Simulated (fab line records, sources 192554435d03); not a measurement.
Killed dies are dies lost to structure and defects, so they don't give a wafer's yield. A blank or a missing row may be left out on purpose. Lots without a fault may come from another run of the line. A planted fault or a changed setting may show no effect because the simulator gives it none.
Chamber matching | flow n5_finfet | N5_BEOL_M5_DEP_56 on pecvd-02: 3 sister chambers
The step deposits SiCN from 3MS/NH3, target thk 8 nm, time 14 s. 30 wafers are shown with their chamber, then 12 later ones without.

WAFERS WITH THEIR CHAMBER
wafer  | chamber | throttle_valve_pct (%) | showerhead_plenum_p_Torr (Torr)
L074.1 | 0       | 9.6                    | 3.641
L074.3 | 2       | 8.3                    | 3.670
L074.5 | 2       | 8.1                    | 3.669
L075.3 | 1       | 9.2                    | 3.662
L075.5 | 0       | 9.6                    | 3.643
L075.6 | 1       | 9.2                    | 3.672
L078.1 | 2       | 8.2                    | 3.677
L078.2 | 1       | 9.1                    | 3.671
L078.3 | 0       | 9.6                    | 3.641
L080.1 | 2       | 8.2                    | 3.670
L080.2 | 0       | 9.4                    | 3.625
L080.6 | 0       | 9.7                    | 3.634
L079.1 | 1       | 9.3                    | 3.672
L079.2 | 0       | 9.5                    | 3.644
L079.3 | 2       | 8.3                    | 3.671
L079.4 | 2       | 8.5                    | 3.666
L079.5 | 1       | 9.3                    | 3.671
L079.6 | 0       | 9.8                    | 3.634
L085.2 | 2       | 8.6                    | 3.670
L085.4 | 2       | 8.2                    | 3.671
L085.5 | 0       | 9.6                    | 3.651
L088.3 | 1       | 9.5                    | 3.676
L088.4 | 1       | 9.1                    | 3.677
L088.5 | 2       | 8.6                    | 3.660
L089.1 | 0       | 9.7                    | 3.635
L089.3 | 2       | 8.4                    | 3.664
L089.4 | 0       | 9.7                    | 3.646
L091.1 | 0       | 9.4                    | 3.638
L091.2 | 1       | 9.2                    | 3.672
L091.5 | 1       | 9.5                    | 3.678

SIGNATURES (means of the wafers above)
reading                  | chamber 0 | chamber 1 | chamber 2 | scatter within a chamber
throttle_valve_pct       | 9.600     | 9.267     | 8.340     | 0.152
showerhead_plenum_p_Torr | 3.63927   | 3.67233   | 3.66880   | 0.00568
Rule: a wafer's distance from a chamber is the root of the sum, over the readings, of the square of ((its reading less the chamber's mean) divided by the reading's scatter). The wafer belongs to the nearest chamber; if the next one is less than 2 further off, it can't be placed. The scatter: the root of (the sum of the squares of (reading less its chamber's mean) over the shown wafers, divided by (wafers less chambers)).

WAFERS WITHOUT THEIR CHAMBER
wafer  | throttle_valve_pct (%) | showerhead_plenum_p_Torr (Torr)
L093.1 | 9.2                    | 3.680
L093.2 | 8.6                    | 3.656
L093.5 | 9.4                    | 3.680
L095.2 | 9.3                    | 3.681
L095.4 | 9.7                    | 3.644
L095.6 | 9.5                    | 3.633
L096.1 | 8.2                    | 3.663
L096.2 | 9.1                    | 3.677
L096.6 | 8.3                    | 3.669
L097.1 | 9.5                    | 3.632
L097.2 | 9.4                    | 3.670
L097.4 | 9.7                    | 3.651

WHICH CHAMBER EACH WENT THROUGH
wafer  | from the rows above | in truth
L093.1 | 1                   | 1
L093.2 | 2                   | 2
L093.5 | 1                   | 1
L095.2 | 1                   | 1
L095.4 | 0                   | 0
L095.6 | 0                   | 0
L096.1 | 2                   | 2
L096.2 | 1                   | 1
L096.6 | 2                   | 2
L097.1 | 0                   | 0
L097.2 | 1                   | 1
L097.4 | 0                   | 0
Placed correctly: 12 of 12. Can't be placed from these rows: 0. Placed wrongly: 0.
